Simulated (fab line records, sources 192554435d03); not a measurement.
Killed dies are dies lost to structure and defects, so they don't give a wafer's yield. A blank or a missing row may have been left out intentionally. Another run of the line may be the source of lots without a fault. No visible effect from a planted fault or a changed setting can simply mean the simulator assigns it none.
Check of tool commonality -- flow n5 finfet -- Lots sampled 9, wafers sampled 27

## WHY THIS WAS OPENED
At N5_BEOL_M0_INSPECT_127 the reading raw defect count is flagged on 2 of 9 lots. Wafers without a fault read 59, standard deviation 22.
Rule: a lot gets a flag if all its wafers with a number sit over 4 standard deviations from that mean, or if no wafer of it has a number. The other lots count as sound.

lot,measured,on,"raw defect count, wafer by wafer",flag
L870,day 7 14:20,defect inspect-02,43 47 51,
L871,day 7 17:35,defect inspect-02,45 40 35,
L872,day 7 19:50,defect inspect-02,112 63 128,
L873,day 7 22:00,defect inspect-01,66 47 76,
L878,day 9 10:46,defect inspect-02,406 361 333,FLAGGED
L881,day 10 00:07,defect inspect-02,362 404 325,FLAGGED
L884,day 10 18:02,defect inspect-01,49 54 78,
L885,day 10 20:30,defect inspect-02,69 35 51,
L888,day 12 00:22,defect inspect-02,43 54 40,
The numbers of the flagged lots are 365 on average: +306 against the usual, or +14 standard deviations.

## WHICH TOOL EACH LOT WENT THROUGH
4 process steps preceding the reading are held in the record, out of 1938 steps in the route. Read each cell as the tool, then ch plus the chambers that the sampled wafers visited, then the start.
lot,flag,N5_BEOL_M0_SPUTTER_132,N5_BEOL_M0_PRE_CLEAN_131,N5_BEOL_M0_CO_CAP_123,N5_BEOL_M0_PRE_CLEAN_124
L870,,"pvd sputter-02, day 7 12:59","cvd co-02 ch 0,1, day 7 14:04","cvd co-02 ch 0,1, day 7 14:06","pecvd-02 ch 1,2, day 7 14:11"
L871,,"pvd sputter-03, day 7 16:16","cvd co-02 ch 1,2, day 7 17:20","cvd co-02 ch 1,2, day 7 17:22","pecvd-03 ch 0,1, day 7 17:28"
L872,,"pvd sputter-01, day 7 18:29","cvd co-02 ch 0,1, day 7 19:35","cvd co-02 ch 0,1, day 7 19:37","pecvd-03 ch 0,2, day 7 19:43"
L873,,"pvd sputter-02, day 7 20:37","cvd co-02 ch 0,1,2, day 7 21:45","cvd co-02 ch 0,1,2, day 7 21:47","pecvd-01 ch 0,1, day 7 21:53"
L878,FLAGGED,"pvd sputter-01, day 9 09:13","cvd co-02 ch 1,2, day 9 10:31","cvd co-02 ch 1,2, day 9 10:34","pecvd-02 ch 0,1,2, day 9 10:39"
L881,FLAGGED,"pvd sputter-02, day 9 22:06","cvd co-01 ch 1,2, day 9 23:48","cvd co-01 ch 1,2, day 9 23:52","pecvd-02 ch 0,2, day 9 23:59"
L884,,"pvd sputter-01, day 10 14:48","cvd co-01 ch 0,1, day 10 17:46","cvd co-01 ch 0,1, day 10 17:48","pecvd-03 ch 0,1,2, day 10 17:54"
L885,,"pvd sputter-03, day 10 19:08","cvd co-01 ch 0,1, day 10 20:15","cvd co-01 ch 0,1, day 10 20:17","pecvd-03 ch 0,1,2, day 10 20:23"
L888,,"pvd sputter-03, day 11 22:59","cvd co-02 ch 0,1,2, day 12 00:08","cvd co-02 ch 0,1,2, day 12 00:12","pecvd-03 ch 0,1,2, day 12 00:16"
These steps, and what they do:
- N5_BEOL_M0_SPUTTER_132: material Cu, target thk 4 nm, time 7.37 s.
- N5_BEOL_M0_PRE_CLEAN_131: time 15 s.
- N5_BEOL_M0_CO_CAP_123: material Co, precursor CCTBA/H2, target thk 2 nm, time 102.1 s.
- N5_BEOL_M0_PRE_CLEAN_124: time 15 s.
- N5_BEOL_M0_INSPECT_127: inspects for defects (darkfield).

## FLAGGED OVER TOTAL, TOOL BY TOOL (the gauges that took the reading come last)
step,tool,lots run,flagged,share of the flagged lots,sound lots run after its first flagged lot
N5_BEOL_M0_SPUTTER_132,pvd sputter-01,3,1,some,1 (L884)
N5_BEOL_M0_SPUTTER_132,pvd sputter-02,3,1,some,0
N5_BEOL_M0_SPUTTER_132,pvd sputter-03,3,0,none,-
N5_BEOL_M0_PRE_CLEAN_131,cvd co-01,3,1,some,"2 (L884,L885)"
N5_BEOL_M0_PRE_CLEAN_131,cvd co-02,6,1,some,1 (L888)
N5_BEOL_M0_CO_CAP_123,cvd co-01,3,1,some,"2 (L884,L885)"
N5_BEOL_M0_CO_CAP_123,cvd co-02,6,1,some,1 (L888)
N5_BEOL_M0_PRE_CLEAN_124,pecvd-01,1,0,none,-
N5_BEOL_M0_PRE_CLEAN_124,pecvd-02,3,2,all,0
N5_BEOL_M0_PRE_CLEAN_124,pecvd-03,5,0,none,-
N5_BEOL_M0_INSPECT_127,defect inspect-01,2,0,none,-
N5_BEOL_M0_INSPECT_127,defect inspect-02,7,2,all,"2 (L885,L888)"

## WHAT THE TABLE ALLOWS
Every flagged lot went through 2 rows of the table: pecvd-02 at N5_BEOL_M0_PRE_CLEAN_124 and defect inspect-02 at N5_BEOL_M0_INSPECT_127.
- pecvd-02 at N5_BEOL_M0_PRE_CLEAN_124 ran 3 lots, 2 of them flagged. Its last sound lot is L870 (day 7 14:11), its first flagged lot L878 (day 9 10:39): a fault that began between those two fits.
- defect inspect-02 at N5_BEOL_M0_INSPECT_127 ran 7 lots, 2 of them flagged. After the first flagged lot (L885, L888), sound lots still ran on it; a lasting fault on the whole tool would not permit that.
pecvd-02 at N5_BEOL_M0_PRE_CLEAN_124 is the single tool remaining.

## WHAT THE SIMULATOR HAD PUT IN
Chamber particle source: pecvd-02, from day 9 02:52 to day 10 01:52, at N5_BEOL_M0_PRE_CLEAN_124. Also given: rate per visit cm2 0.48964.
Lots struck among those shown: L878, L881. Same finding as the rule above.
